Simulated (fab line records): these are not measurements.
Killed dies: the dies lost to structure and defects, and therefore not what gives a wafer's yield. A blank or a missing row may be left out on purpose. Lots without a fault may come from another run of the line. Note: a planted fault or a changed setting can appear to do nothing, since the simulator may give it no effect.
A lot that was struck, set against a sound lot -- flow nand-harc -- 14 out of 1302 route steps
Sound: wafers L517.2, L517.3, L517.5. Struck: wafers L507.1, L507.2. (L507.5 of the same lot was not struck and is left out.) The cause comes at the end.
For every step that has rows: the tool of each side, followed by ch and its chambers, followed by its first start. Under that, the readings that differ: sound wafers -- struck wafers -- difference of the means -- sigmas: that difference in standard deviations of wafers without a fault.
alike: readings with means less than 2 such deviations apart, plus words and numbers identical on both sides. not compared: withheld readings, readings lacking a value on some wafer, bounds such as >300 that could conceal the same value, and numbers that have no deviation in the record and whose values overlap.
A row with sigmas, a row that says differs or no value, or rows on one side alone: a step with any of these is where the two part. Numbers that don't overlap but have no deviation are shown without sigmas and don't part them. Lack of a reading on every wafer of one side parts them only where that side has two or more wafers.

NHARC_A_SGD_CUT_THK_MEAS_22: measures by ellipsometry.
  sound on film-metro-02, day 24 20:04; struck on film-metro-02, day 20 12:35
  alike: thk-nm
then, 2 steps without rows for these wafers: NHARC_A_SGD_CUT_SRD_23; NHARC_A_SGD_CUT_ETCH_26 (etches SiO2 in dHF, target depth 45.8 nm).
NHARC_A_SGD_CUT_ETCHBACK_24: etches the open film in CH3F/O2, target depth 50 nm, time 92.857 s.
  sound on rie-diel-06 ch 0,1, day 24 20:17; struck on rie-diel-05 ch 0,3, day 20 12:49
  alike: drypump-motor-current-A, o2-flow-sccm, oes-product-au, rf-vpp-V, showerhead-plenum-p-Torr, throttle-valve-pct
  not compared: rf-hours-counter-h
NHARC_A_SGD_CUT_STRIP_28: strips in O2, time 20 s.
  sound: rie-diel-06 ch 0,1; struck: rie-diel-05 ch 1,2
reading,sound,struck,difference,sigmas
o2-flow-sccm (sccm),499.3 498.9 500.6,498.6 508.0,+3.7,+2
  alike: drypump-motor-current-A, oes-product-au, rf-vpp-V, showerhead-plenum-p-Torr, throttle-valve-pct
  not compared: rf-hours-counter-h
NHARC_A_SGD_CUT_INSPECT_25:
  sound on defect-inspect-01, day 24 20:32; struck on defect-inspect-01, day 20 13:03
  alike: raw-defect-count
NHARC_A_SLIT_DEP_25: deposits SiO2, target thk 200 nm.
  sound on pecvd-02 ch 0,2, day 24 20:38; struck on pecvd-02 ch 1,2, day 20 13:07
  alike: heater-power-w, susceptor-temp-C, throttle-valve-pct
NHARC_A_SLIT_DEP_00: deposits aC, target thk 6200 nm.
  sound on acl-dep-03 ch 0, day 24 21:34; struck on acl-dep-03 ch 0, day 20 13:58
  alike: susceptor-temp-C, throttle-valve-pct
NHARC_A_SLIT_DEP_23: deposits SiON, target thk 100 nm.
  sound on pecvd-04 ch 0,1,2, day 25 00:44; struck on pecvd-01 ch 0,2, day 20 17:48
  alike: heater-power-w, susceptor-temp-C
then, 3 steps without rows for these wafers: NHARC_A_SLIT_DEHYDRATE_01 (time 120 s); NHARC_A_SLIT_HMDS_02 (time 30 s); NHARC_A_SLIT_COAT_03 (resist thk 90 nm).
NHARC_A_SLIT_SOFTBAKE_04: time 55 s.
  sound on litho-track-04 ch 0, day 25 01:00; struck on litho-track-01 ch 0, day 20 18:00
reading,sound,struck,difference,sigmas
heater-power-total-W (W),188.71 188.48 188.41,200.83 200.89,+12.33,+95
then, 1 step without rows for these wafers: NHARC_A_SLIT_EBR_05.

## WHERE THEY PART
Last at NHARC_A_SLIT_SOFTBAKE_04 as far as this record goes, first at NHARC_A_SGD_CUT_STRIP_28.

WHY: what had been put in by the simulator
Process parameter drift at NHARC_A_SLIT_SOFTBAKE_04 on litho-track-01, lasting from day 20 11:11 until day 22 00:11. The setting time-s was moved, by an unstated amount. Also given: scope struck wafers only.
